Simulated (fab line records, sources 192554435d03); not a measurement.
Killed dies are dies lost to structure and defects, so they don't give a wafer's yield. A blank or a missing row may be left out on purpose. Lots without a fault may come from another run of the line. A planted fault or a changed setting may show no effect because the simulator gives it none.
Problem report in the 8D (eight disciplines) form, filled by code | flow n5_finfet | the parts of the form that need people (team, actions taken, sign-off) are left out

1. THE PROBLEM
run_length_s at N5_BEOL_M15_ILD_DEP_00 reads a mean of 372.5 s on 2 wafers of 1 lot; wafers without a fault read 389.3 s with a standard deviation of 0.78. That is -22 standard deviations from the usual mean.
The step: deposits SiO2 from TEOS/O2, target thk 1629.3 nm, time 346.1 s.
First seen on wafer L663.1, day 16 01:16, on pecvd-01. The record holds 30 wafers of 10 lots with a number at this step. Rule for "out", or "out of limits": more than 4 standard deviations from the usual mean. The other wafers with a number count as sound.

2. WHAT IT IS AND WHAT IT IS NOT
question                    | is                | is not
which readings at this step | run_length_s      | chamber_pressure_Torr, heater_power_w, showerhead_plenum_p_Torr, throttle_valve_pct
which lots                  | L663              | L652, L653, L657, L658, L659, L661, L662, L664, L666
which wafers of those lots  | L663.1, L663.5    | L663.2
read on which tools         | pecvd-01          | pecvd-03, pecvd-04
when                        | from day 16 01:16 | up to then (22 sound wafers); but 6 sound wafers of L664, L666 came after

3. SUSPECTS, AND WHAT RULES EACH OUT
Counting: a tool at a process step up to the reading stays a suspect if it ran every lot that is out. Sound lots after the first of them don't rule it out here, since some wafers of a struck lot are sound.
- rie_diel-04 at N5_BEOL_M14_DESCUM_33 (chemistry O2, time 7.9 s): kept. It ran the lot that is out, L663 (day 15 19:24); its last sound lot up to then is L659 (day 14 10:41).
- rie_diel-04 at N5_BEOL_M14_TRENCH_ETCH_34 (etches SiO2 in C4F8/O2/Ar, target depth 556.65 nm, time 126.9 s): kept. It ran the lot that is out, L663 (day 15 19:51); its last sound lot up to then is L659 (day 14 11:08).
- pecvd-01 at N5_BEOL_M15_ILD_DEP_00 (deposits SiO2 from TEOS/O2, target thk 1629.3 nm, time 346.1 s): kept. It ran the lot that is out, L663 (day 16 01:16); its last sound lot up to then is L662 (day 15 16:55). Its own readings are out on those wafers: run_length_s.
- Within pecvd-01 at N5_BEOL_M15_ILD_DEP_00: the wafers that are out ran in chamber 1; their sound lot-mates ran in chamber 0.
Left after counting: rie_diel-04 at N5_BEOL_M14_DESCUM_33, rie_diel-04 at N5_BEOL_M14_TRENCH_ETCH_34, pecvd-01 at N5_BEOL_M15_ILD_DEP_00.

4. THE CAUSE (what the simulator had put in)
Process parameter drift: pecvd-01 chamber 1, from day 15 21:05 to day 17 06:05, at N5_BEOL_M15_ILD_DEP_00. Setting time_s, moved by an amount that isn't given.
Counting left 3 suspects, and this tool is among them.

5. THE CHAIN OF EFFECTS, in route order
Each row: a reading whose mean over the struck wafers that have a number lies more than 3 standard deviations from the usual. Only readings for which the record gives a usual standard deviation are gone through. hours: the time from each lot's start at the first step in this table that gives one to its start at this step, as a median over the lots. sigmas: the change in usual standard deviations.
hours | step                   | reading      | usual   | on struck wafers | change | sigmas
0     | N5_BEOL_M15_ILD_DEP_00 | run_length_s | 389.3 s | 372.5            | -16.8  | -22
The process steps in it:
- N5_BEOL_M15_ILD_DEP_00: deposits SiO2 from TEOS/O2, target thk 1629.3 nm, time 346.1 s.
Later measuring or inspecting steps at which every struck wafer that the step has a row for has a number for every such reading, and none has moved that far: N5_BEOL_M15_CD_MEAS_10.

6. WHAT WOULD HAVE CAUGHT IT SOONER
In this record the first reading out of limits was taken at day 16 01:16, 4 hours after the fault began at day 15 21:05.
